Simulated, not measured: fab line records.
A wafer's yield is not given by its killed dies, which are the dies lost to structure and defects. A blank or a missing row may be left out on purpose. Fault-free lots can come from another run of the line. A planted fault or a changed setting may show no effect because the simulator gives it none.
Which tool was responsible? -- flow n5-finfet -- 30 wafers from 10 lots sampled at 6 of the route's 1938 steps

== WHAT EACH GAUGE READ, for each wafer ==
N5_BEOL_M4_RC_MEAS_101.
lot,measured,on,DIBL_N (mV/V),DIBL_P (mV/V),IOFF_N (nA/um),IOFF_P (nA/um),ION_N (uA/um),ION_P (uA/um),SS_N (mV/dec),SS_P (mV/dec),VT_N (mV),VT_P (mV)
L587,day 8 10:20,prober-02,32.9 35.1 33.6,32.6 35.7 34.0,0.114 0.150 0.129,0.14 0.19 0.16,671 669 661,458 462 452,70.9 71.1 71.8,72.6 74.1 72.5,255.4 249.7 252.2,-259 -252 -254
L588,day 9 01:08,prober-01,37.5 38.1 38.2,36.8 38.0 38.0,0.167 0.175 0.187,0.23 0.25 0.26,666 671 680,457 462 468,71.6 71.3 72.5,74.2 73.7 74.3,248.8 248.0 248.9,-249 -244 -246
L590,day 9 08:10,prober-01,34.8 33.5 34.9,36.6 34.8 36.3,0.169 0.140 0.165,0.20 0.17 0.20,691 672 692,466 467 471,71.5 71.0 70.9,73.7 72.9 74.6,249.6 250.4 247.7,-250 -251 -251
L591,day 9 14:32,prober-01,36.8 37.4 37.0,37.1 37.5 37.0,0.165 0.176 0.153,0.22 0.24 0.22,687 699 674,468 479 462,71.1 71.5 71.9,72.8 73.6 73.2,247.6 247.3 249.2,-248 -248 -251
L592,day 9 16:22,prober-02,36.9 37.0 35.6,37.9 38.1 36.5,0.179 0.182 0.160,0.22 0.22 0.20,673 688 697,463 466 464,71.6 71.7 70.8,74.8 73.9 74.3,245.1 246.4 248.8,-251 -250 -253
L602,day 12 02:19,prober-02,33.4 36.1 36.3,33.8 36.6 36.6,0.116 0.158 0.153,0.16 0.20 0.19,656 679 669,456 457 459,70.8 71.7 71.2,72.8 73.6 73.0,254.8 248.3 251.0,-256 -253 -253
L605,day 12 18:37,prober-01,37.5 35.4 36.4,35.8 34.7 35.1,0.166 0.140 0.143,0.21 0.20 0.20,678 668 668,463 462 460,71.2 71.3 71.1,73.0 72.8 72.6,249.6 248.2 247.9,-249 -251 -252
L604,day 12 23:14,prober-01,41.2 38.5 39.1,40.7 38.3 39.0,0.249 0.185 0.202,0.29 0.24 0.26,683 671 689,464 459 474,72.4 72.3 71.2,75.1 73.9 73.4,244.6 248.4 243.9,-246 -248 -248
L607,day 13 16:11,prober-01,38.4 35.0 35.9,42.3 37.9 38.6,0.213 0.145 0.164,0.29 0.21 0.23,685 680 682,470 470 471,72.8 70.8 71.5,74.2 72.1 72.9,246.6 248.1 250.8,-245 -250 -249
L606,day 13 19:29,prober-01,33.9 34.3 34.3,34.1 34.0 33.9,0.123 0.123 0.128,0.21 0.20 0.21,676 665 663,477 459 467,71.4 71.0 71.2,72.4 73.1 72.2,255.8 254.4 256.5,-246 -248 -247

N5_BEOL_M8_RS_MEAS_57: measurement is done with a four-point probe.
lot,measured,on,M8_RS (ohm/sq)
L587,day 10 05:01,film-metro-02,0.300 0.287 0.272
L588,day 10 15:28,film-metro-01,0.279 0.279 0.277
L590,day 10 21:43,film-metro-02,0.291 0.297 0.291
L591,day 11 07:38,film-metro-02,0.284 0.282 0.281
L592,day 11 14:56,film-metro-02,0.286 0.274 0.272
L602,day 13 17:43,film-metro-02,0.292 0.281 0.278
L605,day 14 16:50,film-metro-01,0.284 0.298 0.292
L604,day 14 17:36,film-metro-01,0.284 0.299 0.286
L607,day 15 05:19,film-metro-01,0.282 0.295 0.286
L606,day 15 15:47,film-metro-01,0.279 0.282 0.281

N5_BEOL_M8_INSPECT_58: inspects for defects (darkfield).
lot,measured,on,raw-defect-count
L587,day 10 05:02,defect-inspect-01,72 62 22
L588,day 10 15:30,defect-inspect-01,57 53 80
L590,day 10 21:44,defect-inspect-01,32 61 31
L591,day 11 07:40,defect-inspect-01,56 50 39
L592,day 11 14:58,defect-inspect-02,51 51 44
L602,day 13 17:45,defect-inspect-01,101 57 103
L605,day 14 16:52,defect-inspect-01,69 89 124
L604,day 14 17:38,defect-inspect-01,45 85 53
L607,day 15 05:20,defect-inspect-02,83 55 62
L606,day 15 15:48,defect-inspect-02,51 52 71

N5_BEOL_M9_THK_MEAS_01.
lot,measured,on,M9_ILD_THK (nm)
L587,day 10 05:40,film-metro-01,268 264 262
L588,day 10 16:21,film-metro-02,263 270 274
L590,day 10 22:22,film-metro-01,265 266 269
L591,day 11 08:17,film-metro-01,263 265 268
L592,day 11 15:35,film-metro-01,262 263 264
L602,day 13 18:34,film-metro-02,349 266 277
L605,day 14 17:30,film-metro-02,268 264 265
L604,day 14 18:16,film-metro-01,263 271 270
L607,day 15 05:58,film-metro-02,265 269 270
L606,day 15 16:55,film-metro-02,267 267 272

== WHICH TOOL RAN EACH LOT (tool, then ch and the chambers of the sampled wafers, then the start) ==
lot,N5_BEOL_M8_ANNEAL_51,N5_BEOL_M9_ILD_DEP_00
L587,"rtp-anneal-02 ch 0, day 10 04:16","pecvd-01 ch 0,1,2, day 10 05:05"
L588,"rtp-anneal-02 ch 0, day 10 14:43","pecvd-04 ch 1,2, day 10 15:32"
L590,"rtp-anneal-01 ch 0, day 10 20:51","pecvd-01 ch 0,1,2, day 10 21:46"
L591,"rtp-anneal-02 ch 0, day 11 06:59","pecvd-01 ch 0,2, day 11 07:41"
L592,"rtp-anneal-01 ch 0, day 11 14:02","pecvd-04 ch 1,2, day 11 15:00"
L602,"rtp-anneal-01 ch 0, day 13 16:59","pecvd-01 ch 0,1,2, day 13 17:47"
L605,"rtp-anneal-01 ch 0, day 14 16:07","pecvd-04 ch 0,1,2, day 14 16:55"
L604,"rtp-anneal-02 ch 0, day 14 16:53","pecvd-04 ch 0,2, day 14 17:40"
L607,"rtp-anneal-01 ch 0, day 15 04:35","pecvd-04 ch 0,2, day 15 05:22"
L606,"rtp-anneal-02 ch 0, day 15 14:45","pecvd-02 ch 0,2, day 15 15:50"
- N5_BEOL_M8_ANNEAL_51: time 90 s.
- N5_BEOL_M9_ILD_DEP_00: deposits SiCOH lowk from DEMS/porogen, target thk 308.51 nm, time 58 s.

== WHAT THE TOOLS THEMSELVES READ (means of the sampled wafers that have a number; where no wafer has one, the mark that the record gives instead) ==
N5_BEOL_M8_ANNEAL_51.
lot,tool,anneal-temp-c-max,wafer_temp_C_max
L587,rtp-anneal-02,225.9,226.3
L588,rtp-anneal-02,225.9,225.8
L590,rtp-anneal-01,226.7,225.5
L591,rtp-anneal-02,225.9,226.2
L592,rtp-anneal-01,227.1,225.8
L602,rtp-anneal-01,226.7,225.5
L605,rtp-anneal-01,226.9,225.4
L604,rtp-anneal-02,225.6,225.8
L607,rtp-anneal-01,226.7,225.6
L606,rtp-anneal-02,225.8,226.2

N5_BEOL_M9_ILD_DEP_00.
lot,tool,heater-power-w (W),run-length-s (s),showerhead-plenum-p-Torr (Torr),showerhead-vpp-V (V),throttle-valve-pct (%)
L587,pecvd-01,344,100.3,5.733,1379,13.6
L588,pecvd-04,282,100.3,5.728,1457,13.3
L590,pecvd-01,335,100.2,5.742,1352,13.6
L591,pecvd-01,347,100.3,5.746,1342,13.4
L592,pecvd-04,319,100.6,5.733,1481,13.2
L602,pecvd-01,359,106.6,5.748,1348,13.8
L605,pecvd-04,299,100.7,5.727,1463,14.2
L604,pecvd-04,292,100.7,5.724,1462,14.3
L607,pecvd-04,293,100.9,5.740,1442,14.9
L606,pecvd-02,257,100.9,5.737,1343,14.5

== THE ANSWER, worked out from the rows above alone ==
Rule: the lots themselves supply what counts as usual. Put in order of their means at a reading, lots are off if they are a third of the lots or fewer, leave a main group of 4 or more, and stand apart from it by a gap of 3 or more times the standard deviation of the main group's means; of several such gaps the widest counts. The tables above print the reading to a certain number of digits; a main group whose means all agree to those digits is not used. A lot without any number at a reading at which 4 lots or more have one is off too. All remaining lots with rows at the step are treated as sound. The gauges are gone through in route order, then the tools' own readings, and for those a lot's mean is taken as printed above. At the first step where some lot is off, the reading lying furthest off is the one used; lots without a number count as furthest.
Off: L602, at N5_BEOL_M9_THK_MEAS_01 (M9_ILD_THK). Mean 267 nm and standard deviation 1.9 in the main group.
A tool fits if, at a process step before that reading, it ran every lot that is off, and no sound lot after the first of them. Not tried: the gauges at N5_BEOL_M9_THK_MEAS_01; whatever is off there is also off at N5_BEOL_M9_ILD_DEP_00, on other tools, and gauge error can't account for it. One fits: pecvd-01 at N5_BEOL_M9_ILD_DEP_00. Its last sound lot is L591 (day 11 07:41), its first lot that is off L602 (day 13 17:47): a fault that began between those two fits.
On the lots that are off, the tool's own readings at N5_BEOL_M9_ILD_DEP_00 differ by more than 5 times the standard deviation of the sound lots' means, which bears it out; run-length-s reads 106.6 s there versus 100.5 s on the sound lots.

== WHAT THE SIMULATOR PUT IN ==
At N5_BEOL_M9_ILD_DEP_00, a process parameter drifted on pecvd-01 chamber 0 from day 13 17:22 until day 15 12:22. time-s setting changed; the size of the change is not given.
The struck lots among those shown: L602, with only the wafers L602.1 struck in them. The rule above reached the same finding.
